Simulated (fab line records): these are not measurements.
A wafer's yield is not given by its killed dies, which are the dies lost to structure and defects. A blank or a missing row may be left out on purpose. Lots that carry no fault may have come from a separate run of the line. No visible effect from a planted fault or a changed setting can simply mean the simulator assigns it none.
fab line records -- flow n5_finfet
[record] lots = 11, wafers = 32, last_day = 17
route steps=1938 shown BEOL_M5@1116 PASSIVATION@1936
lots that met no fault: from a run of the same line without faults
start_h: hours from the record's opening day to when the first of the lot's shown wafers began -- wait_h: hours from the lot's prior step to this one -- " identical to the entry in the row above -- L1.1+2: a row that stands for several wafers -- - no value, or no start given -- * or withheld: withheld -- < > ~ a bound
route shown NAME@n: NAME is a module with steps in the file, n the number in the route of the first one -- usual: mean/standard deviation of fault-free wafers -- same: alike in all rows -- chamber/n: place in a boat -- sites: per-site readings -- _std_site: standard deviation across them -- _edge_site: mean of outer sites minus mean of inner sites -- radius_mm: how far each site lies from the wafer's centre -- mask NAME#n: copy n -- behind: the most recent tool/chamber to have shaped the wafer -- hold: why the lot went on hold/how many hours it stayed there/how the hold came to an end -- device: whichever transistor did not switch (one of n, p or np) -- end of line: tests run on the same wafers once the route is complete -- step lacking rows: just its recipe -- killed: dies lost to structure and defects at the first sort, not the wafer's yield -- map: dies across one wafer; x = killed, . = not, _ = none there
set.NAME: the setting the step ran with; set.NAME@STEP: the setting that earlier step ran with -- model.NAME: the simulator's own value behind a step, which no gauge read
the route's steps for a sample of lots (tables are steps, rows are wafers)
services: the hour from which a tool's chamber was out of use, counted from the record's first day as start_h (under 0 if before that day), plus the number of hours and why
[[steps]]
[step N5_BEOL_M5_HM_DEP_02]
[recipe] material = TiN, target_thk_a = 200, temp_c = 25, chamber_pressure_pa = 0.49996
[usual] throttle_valve_pct = 30.4/0.87
lot.wafer,tool,chamber,start_h,wait_h,throttle_valve_pct
L835.2,pvd_sputter-03,-,177.24,0.8,29.7
L835.5,pvd_sputter-03,-,177.24,0.8,29.3
L842.1,pvd_sputter-02,-,227.59,0.2,30.9
L842.4,pvd_sputter-02,-,227.59,0.2,29.3
L842.5,pvd_sputter-02,-,227.59,0.2,29.5
L845.1,pvd_sputter-01,-,230.71,2.1,30.7
L845.2,pvd_sputter-01,-,230.71,2.1,30.6
L845.5,pvd_sputter-01,-,230.71,2.1,29.5
L846.3,pvd_sputter-02,-,247.71,0.6,31.2
L846.4,pvd_sputter-02,-,247.71,0.6,29.4
L846.5,pvd_sputter-02,-,247.71,0.6,32.5
L848.1,pvd_sputter-01,-,258.53,1.1,29.6
L848.4,pvd_sputter-01,-,258.53,1.1,30.7
L848.6,pvd_sputter-01,-,258.53,1.1,30.6
L849.1,pvd_sputter-01,-,266.43,2.6,30.6
L849.4,pvd_sputter-01,-,266.43,2.6,30.7
L849.5,pvd_sputter-01,-,266.43,2.6,30.5
L850.2,pvd_sputter-01,-,267.19,1.4,30.7
L850.4,pvd_sputter-01,-,267.19,1.4,29.3
L850.6,pvd_sputter-01,-,267.19,1.4,30.8
L852.1,pvd_sputter-01,-,276.85,3.0,29.7
L852.3,pvd_sputter-01,-,276.85,3.0,30.7
L852.6,pvd_sputter-01,-,276.85,3.0,29.6
L856.1,pvd_sputter-03,-,298.61,1.1,29.8
L856.3,pvd_sputter-03,-,298.61,1.1,30.7
L856.6,pvd_sputter-03,-,298.61,1.1,29.7
L857.2,pvd_sputter-02,-,300.66,0.4,29.2
L857.3,pvd_sputter-02,-,300.66,0.4,32.8
L857.5,pvd_sputter-02,-,300.66,0.4,29.4
L858.1,pvd_sputter-02,-,317.19,0.3,29.2
L858.2,pvd_sputter-02,-,317.19,0.3,29.1
L858.3,pvd_sputter-02,-,317.19,0.3,32.4
[step N5_BEOL_M5_DESCUM_16]
[recipe] chemistry = O2, time_s = 7, source_power_w = 50, bias_power_w = 20, pressure_mtorr = 20, rf_frequency_hz = 2.712e+07, temp_c = 40, resist = CAR-EUV, o2_flow_sccm = 225
[usual] drypump_motor_current_A = 5.8/0.34, oes_product_au = 0.77/0.066, rf_vpp_V = 242.4/1.6, showerhead_plenum_p_Torr = 2.05/0.082, throttle_valve_pct = 20.5/0.44
[same] time_s = 7
lot.wafer,tool,chamber,start_h,wait_h,drypump_motor_current_A,oes_product_au,rf_hours_counter_h,rf_vpp_V,showerhead_plenum_p_Torr,throttle_valve_pct
L835.2,rie_diel-05,0,177.77,0.0,5.5,0.89,57,242.0,2.05,20.1
L835.5,rie_diel-05,2,177.77,0.0,6.0,0.75,-,240.8,1.92,20.0
L842.1,rie_diel-05,1,228.24,0.0,5.5,0.71,218,242.9,2.02,21.3
L842.4,rie_diel-05,0,228.24,0.0,5.5,0.86,72,241.4,2.04,20.1
L842.5,rie_diel-05,0,228.24,0.0,5.5,0.86,-,240.4,2.04,20.1
L845.1,rie_diel-05,0,231.35,0.0,5.5,0.84,73,242.2,2.04,20.1
L845.2,rie_diel-05,3,231.35,0.0,5.9,0.77,164,243.7,2.15,20.6
L845.5,rie_diel-05,1,231.35,0.0,5.5,0.71,-,241.1,2.02,21.3
L846.3,rie_diel-05,1,248.22,0.0,5.5,0.70,224,243.4,2.02,21.3
L846.4,rie_diel-05,3,248.22,0.0,5.9,0.76,168,244.0,2.15,20.6
L846.5,rie_diel-05,1,248.22,0.0,5.5,0.70,-,241.2,2.02,21.3
L848.1,rie_diel-06,1,259.74,0.7,5.7,0.71,239,242.0,1.98,20.8
L848.4,rie_diel-06,2,259.74,0.7,5.6,0.75,173,244.3,2.16,20.1
L848.6,rie_diel-06,2,259.74,0.7,5.6,0.75,-,245.2,2.16,20.1
L849.1,rie_diel-05,2,267.30,0.4,6.0,0.73,160,240.2,1.92,20.1
L849.4,rie_diel-05,2,267.30,0.4,6.0,0.73,-,240.5,1.91,20.1
L849.5,rie_diel-05,3,267.30,0.4,6.0,0.76,-,244.6,2.15,20.6
L850.2,rie_diel-05,1,269.12,1.5,5.5,0.71,232,241.1,2.02,21.3
L850.4,rie_diel-05,1,269.12,1.5,5.5,0.70,-,242.4,2.02,21.3
L850.6,rie_diel-05,3,269.12,1.5,6.0,0.76,-,244.1,2.15,20.6
L852.1,rie_diel-05,1,277.61,0.1,5.4,0.70,236,241.7,2.02,21.3
L852.3,rie_diel-05,3,277.61,0.1,5.9,0.75,181,244.7,2.14,20.6
L852.6,rie_diel-05,3,277.61,0.1,5.9,0.75,-,244.2,2.14,20.6
L856.1,rie_diel-06,0,299.67,0.4,6.3,0.83,86,243.6,2.12,20.6
L856.3,rie_diel-06,2,299.67,0.4,5.6,0.72,186,244.1,2.16,20.1
L856.6,rie_diel-06,0,299.67,0.4,6.3,0.82,-,243.1,2.12,20.6
L857.2,rie_diel-02,1,301.55,0.3,6.0,0.66,238,240.6,2.00,20.7
L857.3,rie_diel-02,3,301.55,0.3,6.2,0.79,114,240.6,2.00,20.1
L857.5,rie_diel-02,3,301.55,0.3,6.2,0.80,-,242.1,2.00,20.1
L858.1,rie_diel-05,2,317.99,0.2,6.0,0.72,176,238.7,1.91,20.1
L858.2,rie_diel-05,0,317.99,0.2,5.5,0.84,94,242.5,2.03,20.1
L858.3,rie_diel-05,1,317.99,0.2,5.4,0.69,248,242.0,2.01,21.3
[step N5_BEOL_M5_COAT_74]
[recipe] resist = underlayer, temp_c = 205, time_s = 60, spin_rpm = 1500, resist_thk_nm = 5
[usual] spin_speed_rpm = 1500.0/1.1
[same] time_s = 60
lot.wafer,tool,chamber,start_h,wait_h,spin_speed_rpm
L835.2,litho_track-04,0,179.30,-,1501.1
L835.5,litho_track-04,0,179.30,-,1500.2
L842.1,litho_track-02,0,230.14,-,1501.0
L842.4,litho_track-02,0,230.14,-,1499.7
L842.5,litho_track-02,0,230.14,-,1499.8
L845.1,litho_track-02,0,234.20,-,1500.8
L845.2,litho_track-02,0,234.20,-,1501.4
L845.5,litho_track-02,0,234.20,-,1500.0
L846.3,litho_track-05,0,249.72,-,1500.3
L846.4,litho_track-05,0,249.72,-,1500.5
L846.5,litho_track-05,0,249.72,-,1499.1
L848.1,litho_track-02,0,261.26,-,1500.3
L848.4,litho_track-02,0,261.26,-,1500.3
L848.6,litho_track-02,0,261.26,-,1500.0
L849.1,litho_track-05,0,267.97,-,1500.0
L849.4,litho_track-05,0,267.97,-,1500.5
L849.5,litho_track-05,0,267.97,-,1500.8
L850.2,litho_track-02,0,270.05,-,1434.3
L850.4,litho_track-02,0,270.05,-,1435.3
L850.6,litho_track-02,0,270.05,-,1432.9
L852.1,litho_track-02,0,278.12,-,1432.5
L852.3,litho_track-02,0,278.12,-,1437.2
L852.6,litho_track-02,0,278.12,-,1436.2
L856.1,litho_track-04,0,300.25,-,1499.7
L856.3,litho_track-04,0,300.25,-,1499.5
L856.6,litho_track-04,0,300.25,-,1499.4
L857.2,litho_track-04,0,302.56,-,1501.0
L857.3,litho_track-04,0,302.56,-,1500.5
L857.5,litho_track-04,0,302.56,-,1500.6
L858.1,litho_track-05,0,318.46,-,1500.1
L858.2,litho_track-05,0,318.46,-,1499.9
L858.3,litho_track-05,0,318.46,-,1498.8
[step N5_BEOL_M5_ETCH_67]
[recipe] chemistry = CF4, target = SiARC, target_depth_a = 156, mask_material = CAR-EUV, time_s = 26, ion_energy_ev = 80, pressure_mtorr = 40, source_w = 545, bias_w = 36, Ar_flow_sccm = 100, cf4_flow_sccm = 100, ends = cleared
[usual] drypump_motor_current_A = 5.9/0.37, etch_rf_on_time_s = 25.8/1.1, oes_product_au = 0.67/0.07, rf_vpp_V = 183.5/1.3, showerhead_plenum_p_Torr = 2.11/0.086, throttle_valve_pct = 15.6/0.33
lot.wafer,tool,chamber,start_h,wait_h,drypump_motor_current_A,etch_rf_on_time_s,oes_product_au,rf_hours_counter_h,rf_vpp_V,showerhead_plenum_p_Torr,throttle_valve_pct
L835.2,rie_diel-06,0,180.30,0.0,6.3,26.9,0.75,46,185.3,2.16,15.5
L835.5,rie_diel-06,3,180.30,0.0,6.4,25.2,0.82,-,184.6,2.10,15.0
L842.1,rie_diel-06,1,230.71,0.0,5.7,26.4,0.59,230,183.3,2.04,16.0
L842.4,rie_diel-06,2,230.71,0.0,5.6,26.7,0.63,164,185.2,2.24,15.5
L842.5,rie_diel-06,3,230.71,0.0,6.5,25.0,0.79,-,182.4,2.09,15.0
L845.1,rie_diel-02,3,234.84,0.0,6.2,25.0,0.71,90,185.0,2.09,15.5
L845.2,rie_diel-02,1,234.84,0.0,6.0,24.5,0.60,214,181.9,2.03,15.7
L845.5,rie_diel-02,1,234.84,0.0,6.0,24.5,0.61,-,182.3,2.03,15.7
L846.3,rie_diel-06,3,250.41,0.0,6.5,25.1,0.79,30,183.3,2.09,15.0
L846.4,rie_diel-06,0,250.41,0.0,6.3,27.5,0.71,67,184.6,2.15,15.5
L846.5,rie_diel-06,0,250.41,0.0,6.3,27.5,0.71,-,185.0,2.15,15.5
L848.1,rie_diel-06,1,261.89,0.0,5.7,26.3,0.59,239,182.6,2.03,16.0
L848.4,rie_diel-06,0,261.89,0.0,6.3,27.5,0.72,71,184.6,2.15,15.5
L848.6,rie_diel-06,0,261.89,0.0,6.3,27.3,0.71,-,184.3,2.15,15.5
L849.1,rie_diel-06,0,270.39,0.0,6.3,27.6,0.70,76,183.5,2.15,15.5
L849.4,rie_diel-06,1,270.39,0.0,5.7,26.3,0.59,-,181.5,2.03,16.0
L849.5,rie_diel-06,0,270.39,0.0,6.3,27.6,0.71,-,184.7,2.15,15.5
L850.2,rie_diel-06,0,271.81,0.0,6.3,27.2,0.71,76,184.9,2.15,15.5
L850.4,rie_diel-06,3,271.81,0.0,6.5,25.2,0.77,40,184.8,2.09,15.0
L850.6,rie_diel-06,3,271.81,0.0,6.5,25.4,0.77,-,183.8,2.09,15.0
L852.1,rie_diel-06,1,278.56,0.0,5.7,26.2,0.59,248,183.5,2.03,16.0
L852.3,rie_diel-06,0,278.56,0.0,6.3,27.4,0.70,79,184.0,2.15,15.5
L852.6,rie_diel-06,2,278.56,0.0,5.6,26.5,0.61,-,185.3,2.23,15.6
L856.1,rie_diel-06,0,301.02,0.0,6.3,26.5,0.70,87,183.8,2.14,15.5
L856.3,rie_diel-06,3,301.02,0.0,6.4,24.7,0.76,51,185.2,2.08,15.1
L856.6,rie_diel-06,3,301.02,0.0,6.5,24.8,0.76,-,183.9,2.08,15.1
L857.2,rie_diel-02,3,303.86,0.0,6.2,25.2,0.69,115,183.1,2.08,15.5
L857.3,rie_diel-02,0,303.86,0.0,5.2,25.3,0.63,191,183.0,2.13,15.7
L857.5,rie_diel-02,1,303.86,0.0,6.0,24.8,0.58,-,184.1,2.02,15.7
L858.1,rie_diel-06,0,319.37,0.0,6.3,26.7,0.70,94,184.3,2.14,15.6
L858.2,rie_diel-06,1,319.37,0.0,5.7,25.4,0.84,5,186.8,2.28,15.5
L858.3,rie_diel-06,2,319.37,0.0,5.6,26.5,0.61,190,186.2,2.23,15.6
[step N5_PASSIVATION_PROBE_49]
[usual] defect_limited_yield = 91.1/1.4, killed_at_M0_to_M3 = 36/9.9, killed_at_M4_up = 13/5.8, killed_at_contacts = 14/5.9, killed_at_front_end = 39/11, killed_at_other = 3.4/2.9, killed_dies = 105/17, killed_open = 70/13, killed_short = 34/7.3, sort_bin_4_leakage = 0.00/0.0072, sort_bin_5_function = 5.3/1, sort_bin_6_memory = 3.3/0.62, sort_n_pass = 1075/17, sort_yield_pct = 91.1/1.4
[same] gross_dies = 1180, killed_at_back_side = 0, sort_bin_8_speed[%] = 0
lot.wafer,tool,chamber,start_h,wait_h,defect_limited_yield[%],killed_at_M0_to_M3,killed_at_M4_up,killed_at_contacts,killed_at_front_end,killed_at_other,killed_dies,killed_open,killed_short,sort_bin_4_leakage[%],sort_bin_5_function[%],sort_bin_6_memory[%],sort_n_pass,sort_yield_pct[%]
L850.2,prober-01,-,363.23,0.1,92.4,31,8,18,30,3,90,46,31,0,4.2,2.2,1090,92.4
L850.4,prober-01,-,363.33,0.2,90.6,45,6,10,49,1,111,60,48,0,5.6,3.5,1069,90.6
L850.6,prober-01,-,363.43,0.3,92.6,39,9,13,26,0,87,60,26,0,4.0,3.1,1093,92.6
L857.2,prober-02,-,404.79,0.1,90.6,36,18,23,26,8,111,77,34,0,5.3,3.8,1069,90.6
L857.3,prober-02,-,404.84,0.1,89.2,34,15,29,43,7,128,97,31,0,6.9,3.7,1052,89.2
L857.5,prober-02,-,404.94,0.2,91.3,38,11,19,31,4,103,62,41,0,4.8,3.7,1077,91.3
// killed by level:class
L850.2 HKMG_FIN:area_etch=13 MOL_CONTACT_COAG:geometric_particle:short=9 MOL_CONTACT_COAG:geometric_particle:open=9 BEOL_M0_SAQP:geometric_particle:short=9 BEOL_M0_SAQP:geometric_particle:open=8 GATE_CUT:geometric_particle:open=5 BEOL_M3:geometric_particle:short=4 BEOL_M2:geometric_particle:short=3
L850.4 BEOL_M0_SAQP:geometric_particle:short=13 FIN_SAQP:geometric_particle:short=11 STI_FIN_REVEAL:geometric_particle:open=10 BEOL_M0_SAQP:geometric_particle:open=8 BEOL_M2:geometric_particle:open=8 FIN_SAQP:geometric_particle:open=7 MOL_CONTACT_COAG:geometric_particle:open=7 STI_FIN_REVEAL:geometric_particle:short=6
L850.6 BEOL_M1:geometric_particle:open=13 BEOL_M0_SAQP:geometric_particle:open=9 MOL_CONTACT_COAG:geometric_particle:open=9 GATE_CUT:geometric_particle:short=7 BEOL_M2:geometric_particle:open=6 DUMMY_GATE:geometric_particle:open=5 FIN_SAQP:geometric_particle:short=4 STI_FIN_REVEAL:geometric_particle:open=4
L857.2 MOL_CONTACT_COAG:geometric_particle:open=21 BEOL_M0_SAQP:geometric_particle:short=11 BEOL_M0_SAQP:geometric_particle:open=10 FIN_SAQP:geometric_particle:open=9 BEOL_M5:geometric_particle:open=7 STI_FIN_REVEAL:geometric_particle:open=6 BEOL_M1:geometric_particle:open=5 FIN_SAQP:geometric_particle:short=4
L857.3 MOL_CONTACT_COAG:geometric_particle:open=27 STI_FIN_REVEAL:geometric_particle:open=11 BEOL_M0_SAQP:geometric_particle:open=9 FIN_SAQP:geometric_particle:open=7 BEOL_M4:geometric_particle:open=7 BEOL_M0_SAQP:geometric_particle:short=6 BEOL_M2:geometric_particle:open=6 FIN_SAQP:geometric_particle:short=5
L857.5 MOL_CONTACT_COAG:geometric_particle:open=15 BEOL_M0_SAQP:geometric_particle:short=15 FIN_SAQP:geometric_particle:short=7 STI_FIN_REVEAL:geometric_particle:open=7 BEOL_M0_SAQP:geometric_particle:open=7 BEOL_M3:geometric_particle:open=6 FIN_SAQP:geometric_particle:open=4 MOL_CONTACT_COAG:geometric_particle:short=4
[[services]]
tool,chamber,start_h,hours,kind
pvd_sputter-01,-,163.99,2.8,repair
rie_diel-02,3,192.97,4.2,repair
rie_diel-02,2,230.43,75.0,repair
rie_diel-02,-,257.21,15.6,pm
rie_diel-05,0,261.54,19.9,repair
rie_diel-06,2,264.89,6.7,repair
rie_diel-02,0,278.05,4.4,repair
rie_diel-06,1,287.76,-,clean
rie_diel-06,1,287.76,-,consumable_replace:focus_ring
rie_diel-06,1,287.76,-,consumable_replace:showerhead
rie_diel-06,1,287.76,16.5,scheduled_down
rie_diel-06,1,287.76,16.5,vent_cycle
rie_diel-05,-,298.29,4.3,pm
rie_diel-06,2,307.35,1.8,repair
rie_diel-06,2,309.34,9.4,repair
[[key]]
[first_sign] step = N5_BEOL_M5_COAT_74, reading = spin_speed_rpm, direction = down, sigmas = 62, usual = *, struck = *
effect none on later readings
met_at N5_BEOL_M5_COAT_74
struck_lots L850,L852
[baseline_loss] step = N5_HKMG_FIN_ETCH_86, wafers = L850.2
not_acting_at N5_BEOL_M5_HM_DEP_02,N5_BEOL_M5_DESCUM_16,N5_BEOL_M5_ETCH_67
onset_between 261.26 270.05
[fault] kind = process_parameter_drift, tool = litho_track-02, chamber = -, onset_h = 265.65, steps = N5_BEOL_M5_COAT_74, channel = spin_rpm, offset = *, shape = step, end_h = 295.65, acts_in = *, stated = *
// baseline_loss: these wafers lose ten dies or more at that step, a loss of the line's own and not of a fault; the sort's usual values leave them out
